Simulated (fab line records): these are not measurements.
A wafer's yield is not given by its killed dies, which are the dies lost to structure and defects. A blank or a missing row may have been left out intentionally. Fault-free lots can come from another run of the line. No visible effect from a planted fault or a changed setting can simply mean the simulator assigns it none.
Matching of chambers    flow n5-finfet    4 sister chambers for N5_BEOL_M0_CMP_120 on cmp-02
The step polishes, stops on SiOC, t overpolish 6.9 s. 4 wafers are shown with their chamber, then 11 later ones without.

== WAFERS WITH THEIR CHAMBER ==
wafer   chamber  motor-current-A (A)
L088.3  1        5.9
L092.4  2        6.1
L092.6  3        5.3
L093.2  0        5.3

== WAFERS WHOSE CHAMBER IS MISSING ==
wafer   motor-current-A (A)
L093.5  6.1
L093.6  5.3
L095.1  5.9
L095.3  5.1
L095.4  6.0
L096.2  5.8
L096.3  5.2
L096.4  5.1
L097.1  5.1
L097.2  6.4
L097.6  5.2

== EACH ONE'S CHAMBER ==
wafer   from the rows above      in truth
L093.5  can't be placed: 2 or 1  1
L093.6  can't be placed: 0 or 3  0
L095.1  can't be placed: 1 or 2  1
L095.3  can't be placed: 0 or 3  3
L095.4  can't be placed: 1 or 2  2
L096.2  can't be placed: 1 or 2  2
L096.3  can't be placed: 0 or 3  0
L096.4  can't be placed: 0 or 3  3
L097.1  can't be placed: 0 or 3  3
L097.2  can't be placed: 2 or 1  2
L097.6  can't be placed: 0 or 3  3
Correctly placed: 0 of 11. Can't be placed from these rows: 11 (the true chamber is among the candidates in 11). Placed wrongly: 0.
How it was worked out, from the rows above alone: a wafer's distance from a chamber is the root of the sum, over the readings, of the square of ((its reading less the chamber's mean) divided by the reading's scatter). If the next closest chamber is less than 2 further off than the closest, the wafer can't be placed; otherwise it belongs to the closest. Each chamber's mean is taken over the wafers shown for it. The scatter: root of mean squared gap, hidden wafer to nearest shown wafer, with one shown wafer a chamber.
